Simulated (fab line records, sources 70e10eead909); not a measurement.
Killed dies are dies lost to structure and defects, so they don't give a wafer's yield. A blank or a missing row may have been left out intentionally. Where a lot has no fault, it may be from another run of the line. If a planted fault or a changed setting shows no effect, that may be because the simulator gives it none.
Which of the tools did it?    flow nand-harc    13 lots, 37 wafers sampled, at 5 steps of a route of 1302

WHAT THE GAUGES READ, wafer by wafer
NHARC_A_M1_CD_MEAS_16. Usual: cd-nm 120.2 nm, standard deviation 1.
lot   measured      on         cd-nm (nm)         flag
L956  day 23 10:51  cd-sem-03  118.6 120.1 118.1  
L954  day 23 12:44  cd-sem-02  118.1 121.2 119.9  
L955  day 23 19:52  cd-sem-01  121.1 121.0 121.8  
L958  day 24 15:04  cd-sem-01  120.8 122.2 119.9  
L960  day 25 12:10  cd-sem-02  121.5 120.9 122.0  
L964  day 27 09:40  cd-sem-03  120.5 120.3 119.6  
L966  day 27 20:07  cd-sem-01  119.8 120.5 120.6  
L965  day 27 23:18  cd-sem-01  120.8 121.2 121.6  
L968  day 29 10:10  cd-sem-03  119.9 120.6 120.0  
L971  day 31 01:59  cd-sem-03  119.8 119.6        
L972  day 31 03:33  cd-sem-01  120.3 119.2 119.0  
L974  day 31 12:28  cd-sem-03  120.7 122.0        
L975  day 31 18:19  cd-sem-03  120.2 120.1 120.5  

NHARC_A_M1_INSPECT_27. Usual: raw-defect-count 529, standard deviation 120.
lot   measured      on                 raw-defect-count  flag
L956  day 23 13:10  defect-inspect-02  398 673 667       
L954  day 23 15:32  defect-inspect-01  317 428 493       
L955  day 23 22:10  defect-inspect-01  770 602 546       
L958  day 24 17:20  defect-inspect-02  505 640 678       
L960  day 25 14:30  defect-inspect-02  369 427 462       
L964  day 27 11:56  defect-inspect-01  723 666 959       
L966  day 27 22:22  defect-inspect-02  510 414 342       
L965  day 28 01:34  defect-inspect-02  574 533 465       
L968  day 29 12:26  defect-inspect-01  436 279 412       
L971  day 31 04:18  defect-inspect-01  470 604           
L972  day 31 06:01  defect-inspect-01  494 452 521       
L974  day 31 14:46  defect-inspect-02  494 565           
L975  day 31 20:39  defect-inspect-02  867 455 424       

NHARC_END_SORT_01. Usual: for defect-limited-yield, 90 % with a standard deviation of 3.4; for killed-at-array, 61 with a standard deviation of 24; for killed-at-other, 1.2 with a standard deviation of 1.3; for killed-at-periphery, 3.7 with a standard deviation of 2.6; for killed-dies, 66 with a standard deviation of 23; for killed-open, 3.3 with a standard deviation of 1.8; for killed-short, 2.4 with a standard deviation of 1.6.
lot   measured      on         defect-limited-yield (%)  killed-at-array  killed-at-other  killed-at-periphery  killed-dies  killed-open  killed-short  flag
L964  day 28 21:35  prober-02  86 87 87                  95 87 82         0 0 1            3 2 2                98 89 85     4 1 4        5 1 1         
L965  day 29 07:17  prober-01  86 87 85                  89 82 95         0 0 1            3 6 5                92 88 101    4 6 2        3 4 6         
L974  day 33 05:59  prober-02  88 87                     80 83            2 2              2 3                  84 88        4 1          0 2           
L975  day 33 18:29  prober-01  92 90 90                  51 60 67         0 0 0            5 6 3                56 66 70     2 1 5        4 3 4         

WHICH TOOL RAN EACH LOT (tool, then ch and the chambers of the sampled wafers, then the start)
lot   NHARC_A_M1_DESCUM_14                NHARC_A_BONDPAD_ETCH_34
L956  rie-diel-01 ch 0,1,2, day 23 10:34  rie-diel-13 ch 0,2,3, day 23 15:24
L954  rie-diel-01 ch 0,1,3, day 23 12:26  rie-diel-13 ch 1,3, day 23 17:37
L955  rie-diel-12 ch 0,3, day 23 19:35    rie-diel-02 ch 0,1, day 24 00:26
L958  rie-diel-12 ch 0,2, day 24 14:46    rie-diel-13 ch 1,3, day 24 19:26
L960  rie-diel-10 ch 0,2, day 25 11:53    rie-diel-13 ch 1,2,3, day 25 16:44
L964  rie-diel-10 ch 1,2, day 27 09:19    rie-diel-13 ch 1,2, day 27 14:10
L966  rie-diel-01 ch 0,1,2, day 27 19:49  rie-diel-13 ch 0,1,3, day 28 00:28
L965  rie-diel-10 ch 1,2,3, day 27 22:59  rie-diel-13 ch 0,1,2, day 28 03:47
L968  rie-diel-12 ch 0,2,3, day 29 09:53  rie-diel-13 ch 0,1,3, day 29 14:45
L971  rie-diel-01 ch 0,2, day 31 01:41    rie-diel-13 ch 0,1, day 31 06:24
L972  rie-diel-01 ch 1,2, day 31 03:14    rie-diel-04 ch 0,3, day 31 08:15
L974  rie-diel-12 ch 2,3, day 31 12:04    rie-diel-13 ch 0,2, day 31 17:00
L975  rie-diel-12 ch 1,2, day 31 17:58    rie-diel-04 ch 2,3, day 31 23:00
- NHARC_A_M1_DESCUM_14: chemistry O2, time 3 s.
- NHARC_A_BONDPAD_ETCH_34: etches the open film in N2/H2, target depth 60 nm, overetch 18 nm, time 65.91 s.

AS READ BY THE TOOLS THEMSELVES (means over the sampled wafers that have a number; for cases with no such wafer, the mark the record gives instead)
NHARC_A_M1_DESCUM_14. Usual: drypump-motor-current-A 5.6 A, standard deviation 0.31; oes-product-au 0.996 a.u., standard deviation 0.013; rf-vpp-V 57.9 V, standard deviation 1; showerhead-plenum-p-Torr 1.95 Torr, standard deviation 0.088; throttle-valve-pct 11.311 %, standard deviation 0.0082.
lot   tool         drypump-motor-current-A (A)  oes-product-au (a.u.)  rf-vpp-V (V)  showerhead-plenum-p-Torr (Torr)  throttle-valve-pct (%)  flag
L956  rie-diel-01  5.7                          1.010                  57.5          1.87                             11.313                  
L954  rie-diel-01  5.8                          1.008                  58.2          1.93                             11.317                  
L955  rie-diel-12  6.0                          0.988                  57.8          2.02                             11.310                  
L958  rie-diel-12  5.8                          0.998                  58.7          2.02                             11.314                  
L960  rie-diel-10  5.7                          0.995                  58.0          1.95                             11.313                  
L964  rie-diel-10  5.6                          0.999                  57.1          1.88                             11.309                  
L966  rie-diel-01  5.8                          1.020                  57.7          1.87                             11.315                  
L965  rie-diel-10  5.6                          0.991                  58.2          1.94                             11.306                  
L968  rie-diel-12  5.7                          0.988                  58.0          2.03                             11.308                  
L971  rie-diel-01  5.6                          1.017                  57.1          1.90                             11.309                  
L972  rie-diel-01  5.6                          1.011                  57.3          1.84                             11.317                  
L974  rie-diel-12  5.4                          0.985                  58.8          2.04                             11.306                  
L975  rie-diel-12  5.4                          0.992                  56.5          1.89                             11.306                  

NHARC_A_BONDPAD_ETCH_34. Usual: drypump-motor-current-A 5.9 A, standard deviation 0.58; oes-product-au 0.998 a.u., standard deviation 0.014; rf-vpp-V 428.3 V, standard deviation 2.3; run-length-s 87.2 s, standard deviation 0.41; showerhead-plenum-p-Torr 1.96 Torr, standard deviation 0.075; throttle-valve-pct 14.171 %, standard deviation 0.0087.
lot   tool         drypump-motor-current-A (A)  oes-product-au (a.u.)  rf-vpp-V (V)  run-length-s (s)  showerhead-plenum-p-Torr (Torr)  throttle-valve-pct (%)  flag
L956  rie-diel-13  6.3                          0.996                  428.9         87.4              1.97                             14.169                  
L954  rie-diel-13  5.7                          0.999                  427.2         87.4              1.90                             14.173                  
L955  rie-diel-02  5.7                          1.000                  428.0         87.0              1.99                             14.169                  
L958  rie-diel-13  5.3                          1.008                  425.4         87.3              1.90                             14.171                  
L960  rie-diel-13  5.9                          1.003                  427.6         86.9              1.94                             14.170                  
L964  rie-diel-13  6.1                          1.013                  428.9         86.9              1.99                             14.176                  
L966  rie-diel-13  5.7                          0.999                  426.8         87.2              1.92                             14.172                  
L965  rie-diel-13  5.9                          0.998                  429.6         87.0              1.96                             14.172                  
L968  rie-diel-13  5.7                          1.000                  426.7         81.6              1.92                             14.170                  OFF
L971  rie-diel-13  5.5                          0.996                  427.0         78.8              1.93                             14.177                  OFF
L972  rie-diel-04  5.7                          1.002                  427.4         87.4              1.92                             14.171                  
L974  rie-diel-13  6.3                          0.998                  428.9         78.5              1.99                             14.177                  OFF
L975  rie-diel-04  5.4                          0.995                  431.4         87.7              2.06                             14.168                  

THE ANSWER, worked out from the rows above alone
Rule: a lot is off if the mean of its wafers that have a number lies more than 3 standard deviations from the usual mean. A lot without any number at a reading at which 4 lots or more have one is off too. Where the step has rows for the other lots, those lots are counted as sound. The gauges are gone through in route order, then the tools' own readings, and for those a lot's mean is taken as printed above. The first step at which some lot is off is used, and at that step the reading that is off furthest; a lot without a number counts as furthest.
Off at NHARC_A_BONDPAD_ETCH_34 (run-length-s): L968, L971, L974.
If a tool, at that step or one of the process steps before it, ran each lot that is off and ran no sound lot following the first of them, it fits. One fits: NHARC_A_BONDPAD_ETCH_34 on rie-diel-13. A fault onset in the window from L965 (day 28 03:47, its last sound lot) to L968 (day 29 14:45, its first lot off) fits.
The tool's own readings at NHARC_A_BONDPAD_ETCH_34 bear it out: on the lots that are off they differ by more than 5 times the standard deviation of the sound lots' means. run-length-s reads 79.6 s there against 87.2 s on the sound lots.

WHAT WAS PUT IN BY THE SIMULATOR
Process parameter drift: rie-diel-13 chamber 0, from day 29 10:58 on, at NHARC_A_BONDPAD_ETCH_34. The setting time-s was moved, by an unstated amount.
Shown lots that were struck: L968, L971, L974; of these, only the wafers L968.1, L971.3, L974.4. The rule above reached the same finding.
